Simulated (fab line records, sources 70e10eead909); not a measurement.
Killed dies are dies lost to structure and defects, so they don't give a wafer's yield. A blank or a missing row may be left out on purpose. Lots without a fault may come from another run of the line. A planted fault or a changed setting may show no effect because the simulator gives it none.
One fault seen from 2 desks | flow nand_harc | each desk has only its own numbers; what lay behind them comes last

THE TOOL OWNER'S DESK: pecvd_onon-03
The tool's own readings at NHARC_A_ONON_D1_DEP_25 (target thk 1000 nm): means of the sampled wafers that have a number, for each lot that ran on this tool. A lot is out of limits, marked OUT, if its mean lies more than 4 standard deviations from the usual mean; the brackets give that distance.
Columns: A = nh3_flow_sccm at NHARC_A_ONON_D1_DEP_25, usual 500.1 sccm
lot  | first seen here | A
L179 | day 8 15:24     | 501.1
L182 | day 9 16:36     | 499.7
L185 | day 10 11:03    | 499.8
L190 | day 11 08:01    | 500.2
L187 | day 11 12:54    | 499.7
L188 | day 12 00:10    | 500.1
This desk's finding: nothing out of limits on any of the 6 lots.

THE METROLOGY DESK
What the gauges read, lot by lot, whatever tool the lot ran on: means of the sampled wafers that have a number. A lot is out of limits, marked OUT, if its mean lies more than 4 standard deviations from the usual mean; the brackets give that distance.
Columns: A = thk_nm at NHARC_A_ONON_D1_THK_MEAS_27, usual 1000 nm
lot  | first seen here | A
L176 | day 8 15:43     | 992
L179 | day 8 15:51     | 999
L180 | day 9 06:33     | 993
L182 | day 9 17:07     | 1001
L183 | day 9 17:07     | 991
L185 | day 10 11:31    | 992
L190 | day 11 08:22    | 980
L187 | day 11 13:21    | 1636 (+73) OUT
L188 | day 12 00:34    | 1620 (+71) OUT
L193 | day 12 09:25    | 1005
L196 | day 12 15:47    | 1003
L195 | day 12 15:49    | 1004
L198 | day 13 15:52    | 1005
This desk's finding: out of limits on L187, L188; first on L187, day 11 13:21 (thk_nm at NHARC_A_ONON_D1_THK_MEAS_27). In limits: L176, L179, L180, L182, L183, L185, L190, L193, L196, L195, L198.

PUT TOGETHER
The metrology desk could have raised an alarm at day 11 13:21, on L187, L188.
The tool owner's desk saw nothing out of limits.
The tool owner's desk has L187, L188 on record, within its limits.
Of the lots named, all ran NHARC_A_ONON_D1_DEP_25 on pecvd_onon-03.

WHAT THE SIMULATOR HAD PUT IN
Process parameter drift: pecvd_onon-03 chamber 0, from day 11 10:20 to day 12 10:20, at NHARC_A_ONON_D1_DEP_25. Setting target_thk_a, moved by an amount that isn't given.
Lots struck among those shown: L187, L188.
Hours from the fault's start to each desk's first reading out of limits: the metrology desk, 3.
